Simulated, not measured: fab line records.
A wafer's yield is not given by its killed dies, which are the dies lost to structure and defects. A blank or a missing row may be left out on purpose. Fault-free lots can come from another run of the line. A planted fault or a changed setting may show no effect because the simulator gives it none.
Matching of chambers | flow n5 finfet | N5_BEOL_M0_ETCH_128 on rie diel-02: 4 sister chambers
The step etches SiCN in CF4/N2, target depth 12 nm, overetch 5.1 nm, time 21.4 s. 16 wafers are shown with their chamber, then 8 later ones without.

== EACH WAFER AND ITS CHAMBER ==
wafer  | chamber | drypump motor current A (A) | showerhead plenum p Torr (Torr) | oes product au (a.u.)
L077.2 | 0       | 5.9                         | 2.28                            | 0.49
L077.3 | 3       | 5.2                         | 2.17                            | 0.59
L077.6 | 2       | 4.8                         | 2.26                            | 0.52
L082.3 | 2       | 4.8                         | 2.26                            | 0.51
L082.5 | 0       | 5.9                         | 2.28                            | 0.49
L082.6 | 1       | 5.6                         | 2.10                            | 0.49
L084.2 | 2       | 4.8                         | 2.26                            | 0.51
L084.3 | 1       | 5.6                         | 2.10                            | 0.49
L084.5 | 3       | 5.2                         | 2.17                            | 0.59
L087.1 | 2       | 4.8                         | 2.26                            | 0.50
L087.5 | 3       | 5.2                         | 2.16                            | 0.58
L087.6 | 0       | 5.9                         | 2.28                            | 0.50
L089.1 | 2       | 4.8                         | 2.25                            | 0.52
L089.3 | 0       | 5.9                         | 2.27                            | 0.48
L089.5 | 2       | 4.8                         | 2.26                            | 0.51
L091.2 | 1       | 5.7                         | 2.09                            | 0.48

SIGNATURES (averages over the wafers above)
reading                  | chamber 0 | chamber 1 | chamber 2 | chamber 3 | scatter within a chamber
drypump motor current A  | 5.900     | 5.633     | 4.800     | 5.200     | 0.0236
showerhead plenum p Torr | 2.2775    | 2.0967    | 2.2583    | 2.1667    | 0.00493
oes product au           | 0.4900    | 0.4867    | 0.5117    | 0.5867    | 0.00717
Rule: for each reading, subtract the chamber's mean from the wafer's reading, divide by that reading's scatter and square the result; add these up over the readings and take the root, which gives the wafer's distance from the chamber. If the next closest chamber is less than 2 further off than the closest, the wafer can't be placed; otherwise it belongs to the closest. The scatter: the root of (the sum of the squares of (reading less its chamber's mean) over the shown wafers, divided by (wafers less chambers)).

== WAFERS WITHOUT THEIR CHAMBER ==
wafer  | drypump motor current A (A) | showerhead plenum p Torr (Torr) | oes product au (a.u.)
L091.4 | 5.9                         | 2.27                            | 0.47
L091.6 | 5.7                         | 2.09                            | 0.48
L093.2 | 4.9                         | 2.25                            | 0.50
L093.4 | 5.6                         | 2.09                            | 0.47
L093.5 | 5.2                         | 2.16                            | 0.56
L097.3 | 4.8                         | 2.25                            | 0.49
L097.4 | 5.7                         | 2.09                            | 0.48
L097.5 | 5.2                         | 2.16                            | 0.57

== THE CHAMBER EACH PASSED THROUGH ==
wafer  | from the rows above | in truth
L091.4 | 0                   | 0
L091.6 | 1                   | 1
L093.2 | 2                   | 2
L093.4 | 1                   | 1
L093.5 | 3                   | 3
L097.3 | 2                   | 2
L097.4 | 1                   | 1
L097.5 | 3                   | 3
Correct placement for 8 of the 8. Can't be placed from these rows: 0. Wrongly placed: 0.
